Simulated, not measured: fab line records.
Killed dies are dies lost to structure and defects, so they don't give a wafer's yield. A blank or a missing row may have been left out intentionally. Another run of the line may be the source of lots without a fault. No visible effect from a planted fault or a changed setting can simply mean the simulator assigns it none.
Chamber matching || flow n5 finfet || rie diel-04 running N5_BEOL_M3_STRIP_36: 4 sister chambers
The step strips in N2/H2. 8 wafers are shown with their chamber, then 8 later ones without.

WAFERS, EACH WITH ITS CHAMBER
{"wafer": "L075.5", "chamber": 1, "showerhead plenum p Torr (Torr)": 2.64, "drypump motor current A (A)": 6.0}
{"wafer": "L076.4", "chamber": 1, "showerhead plenum p Torr (Torr)": 2.64, "drypump motor current A (A)": 6.0}
{"wafer": "L081.1", "chamber": 3, "showerhead plenum p Torr (Torr)": 2.63, "drypump motor current A (A)": 5.9}
{"wafer": "L081.5", "chamber": 0, "showerhead plenum p Torr (Torr)": 2.39, "drypump motor current A (A)": 6.3}
{"wafer": "L085.2", "chamber": 0, "showerhead plenum p Torr (Torr)": 2.39, "drypump motor current A (A)": 6.3}
{"wafer": "L085.3", "chamber": 3, "showerhead plenum p Torr (Torr)": 2.62, "drypump motor current A (A)": 6.0}
{"wafer": "L085.4", "chamber": 2, "showerhead plenum p Torr (Torr)": 2.53, "drypump motor current A (A)": 5.4}
{"wafer": "L088.2", "chamber": 2, "showerhead plenum p Torr (Torr)": 2.52, "drypump motor current A (A)": 5.4}

WAFERS WITH NO CHAMBER GIVEN
{"wafer": "L088.3", "showerhead plenum p Torr (Torr)": 2.62, "drypump motor current A (A)": 6.1}
{"wafer": "L088.5", "showerhead plenum p Torr (Torr)": 2.52, "drypump motor current A (A)": 5.4}
{"wafer": "L087.2", "showerhead plenum p Torr (Torr)": 2.62, "drypump motor current A (A)": 5.9}
{"wafer": "L087.3", "showerhead plenum p Torr (Torr)": 2.38, "drypump motor current A (A)": 6.3}
{"wafer": "L087.5", "showerhead plenum p Torr (Torr)": 2.38, "drypump motor current A (A)": 6.3}
{"wafer": "L094.2", "showerhead plenum p Torr (Torr)": 2.63, "drypump motor current A (A)": 6.0}
{"wafer": "L094.5", "showerhead plenum p Torr (Torr)": 2.62, "drypump motor current A (A)": 5.9}
{"wafer": "L094.6", "showerhead plenum p Torr (Torr)": 2.63, "drypump motor current A (A)": 6.0}

WHICH CHAMBER EACH ONE RAN IN
{"wafer": "L088.3", "from the rows above": "can't be placed: 3 or 1", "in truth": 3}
{"wafer": "L088.5", "from the rows above": 2, "in truth": 2}
{"wafer": "L087.2", "from the rows above": 3, "in truth": 3}
{"wafer": "L087.3", "from the rows above": 0, "in truth": 0}
{"wafer": "L087.5", "from the rows above": 0, "in truth": 0}
{"wafer": "L094.2", "from the rows above": "can't be placed: 3 or 1", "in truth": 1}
{"wafer": "L094.5", "from the rows above": 3, "in truth": 3}
{"wafer": "L094.6", "from the rows above": "can't be placed: 3 or 1", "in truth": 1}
Correct placement for 5 of the 8. From these rows, 3 cannot be placed; in 3 the true chamber is one of the candidates. Wrongly placed: 0.
How it was worked out, from the rows above alone: a wafer's distance from a chamber is the root of the sum, over the readings, of the square of ((its reading less the chamber's mean) divided by the reading's scatter). The wafer belongs to the nearest chamber; if the next one is less than 2 further off, it can't be placed. Each chamber's mean is taken over the wafers shown for it. The scatter: take each reading less its chamber's mean, square it, sum over the shown wafers, divide by the number of wafers less the number of chambers, and take the root.
